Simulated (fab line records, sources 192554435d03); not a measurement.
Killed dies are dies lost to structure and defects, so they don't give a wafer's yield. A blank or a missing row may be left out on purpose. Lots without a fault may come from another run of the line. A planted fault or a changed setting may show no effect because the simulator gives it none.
Split-lot experiment | flow n5_finfet | 7 lots, 21 wafers read, on a route of 1938 steps

THE SPLIT
At N5_BEOL_M1_EXPOSE_08 (exposes mask M1), the setting dose_mj was moved away from the recipe's 33 on 7 of the 21 wafers read, by -3.7% to +5.7%. The other wafers ran this setting at the recipe's value.

FROM THE SPLIT TO THE READING: what the file shows between them, 2 steps
- N5_BEOL_M1_PEB_09: peb time 60 s
- N5_BEOL_M1_DEVELOP_10: develop time 30 s

THE READING
cd_nm, in nm, at N5_BEOL_M1_CD_MEAS_11 (target cd 17.05 nm). Fault-free wafers of this fab line usually give 16.99 nm, standard deviation 0.23 nm.

wafer  | tool, chamber at the split | dose_mj as run | against the recipe | cd_nm, nm | against lot-mates on the recipe
L074.2 | euv_scanner-02, 0          | 33             | recipe             | 16.78     | -
L074.4 | euv_scanner-02, 0          | 33             | recipe             | 16.66     | -
L074.6 | euv_scanner-02, 0          | 33             | recipe             | 17.12     | -
L084.3 | euv_scanner-01, 0          | 34.89          | +5.7%              | 18.12     | +1.11
L084.4 | euv_scanner-01, 0          | 33             | recipe             | 16.91     | -
L084.5 | euv_scanner-01, 0          | 33             | recipe             | 17.12     | -
L085.1 | euv_scanner-02, 0          | 33             | recipe             | 16.80     | -
L085.3 | euv_scanner-02, 0          | 34.14          | +3.5%              | 17.17     | +0.37
L085.4 | euv_scanner-02, 0          | 34.14          | +3.5%              | 17.23     | +0.43
L086.2 | euv_scanner-02, 0          | 33             | recipe             | 16.87     | -
L086.5 | euv_scanner-02, 0          | 31.78          | -3.7%              | 16.40     | -0.47
L086.6 | euv_scanner-02, 0          | 31.78          | -3.7%              | 15.77     | -1.10
L089.2 | euv_scanner-02, 0          | 33             | recipe             | 17.51     | -
L089.5 | euv_scanner-02, 0          | 34.54          | +4.7%              | 18.15     | +0.72
L089.6 | euv_scanner-02, 0          | 33             | recipe             | 17.35     | -
L090.1 | euv_scanner-01, 0          | 31.95          | -3.2%              | 16.61     | -0.43
L090.2 | euv_scanner-01, 0          | 33             | recipe             | 17.14     | -
L090.6 | euv_scanner-01, 0          | 33             | recipe             | 16.94     | -
L093.1 | euv_scanner-01, 0          | 33             | recipe             | 16.41     | -
L093.2 | euv_scanner-01, 0          | 33             | recipe             | 16.98     | -
L093.5 | euv_scanner-01, 0          | 33             | recipe             | 17.02     | -

THE FIT
A straight line over all 21 wafers: cd_nm changes by +0.186 nm for each +1% of dose_mj; r = +0.83; the points scatter about the line by 0.3 nm.
The same after taking each lot's own level away (the mean of its wafers on the recipe; 21 wafers): +0.171 nm for each +1%; r = +0.90; scatter 0.2 nm.
On that fit, the largest move of dose_mj shifts the reading by 0.98 nm.
The lots' own levels span 16.800 to 17.430 nm, that is 2.7 times the standard deviation above.
So the lot-to-lot level changes the slope little: the two slopes agree.
Check: with one of the wafers moved furthest among these (+5.7%) left out of the fit, the line predicts +0.887 nm for it against its lot-mates. It came out at +1.11 nm against them.

OTHER SPLITS ON THESE WAFERS
These wafers also went through other splits before the reading. Each is held against what the fit with the lots' levels taken away leaves over:
other split on the same wafers            | wafers away from the commonest value | r with cd_nm (lot level and that fit taken away)
N5_HKMG_FIN_ETCH_32 source_w              | 7                                    | +0.12
N5_GATE_CUT_COAT_27 spin_rpm              | 5                                    | +0.18
N5_MOL_CONTACT_COAG_ETCHBACK_135 time_s   | 7                                    | -0.14
N5_MOL_CONTACT_COAG_VIA_ETCH_46 bias_w    | 3                                    | +0.22
N5_BEOL_M0_SAQP_SPACER1_ALD_98 ald_cycles | 6                                    | -0.05
N5_BEOL_M0_SAQP_COAT_105 spin_rpm         | 7                                    | +0.16
N5_BEOL_M0_ETCH_128 source_w              | 8                                    | -0.02

THE WHOLE CHAIN: every reading that the file lists as answering this split, in the file's order
step                  | what it does                                                | reading                                                               | change (the file's fit)               | r (the file's)
N5_BEOL_M1_CD_MEAS_11 | target cd 17.05 nm                                          | cd_nm                                                                 | +0.17 nm for each +1% of the setting  | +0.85
N5_BEOL_M1_ETCH_74    | etches underlayer in N2/H2, target depth 6.5 nm, time 5.2 s | BEOL_M1.cd_offset_nm (the simulator's own value, which no gauge read) | +0.149 nm for each +1% of the setting | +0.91

THE FILE'S OWN FIT
cd_nm changes by +0.17 nm for each +1% of dose_mj, r = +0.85.
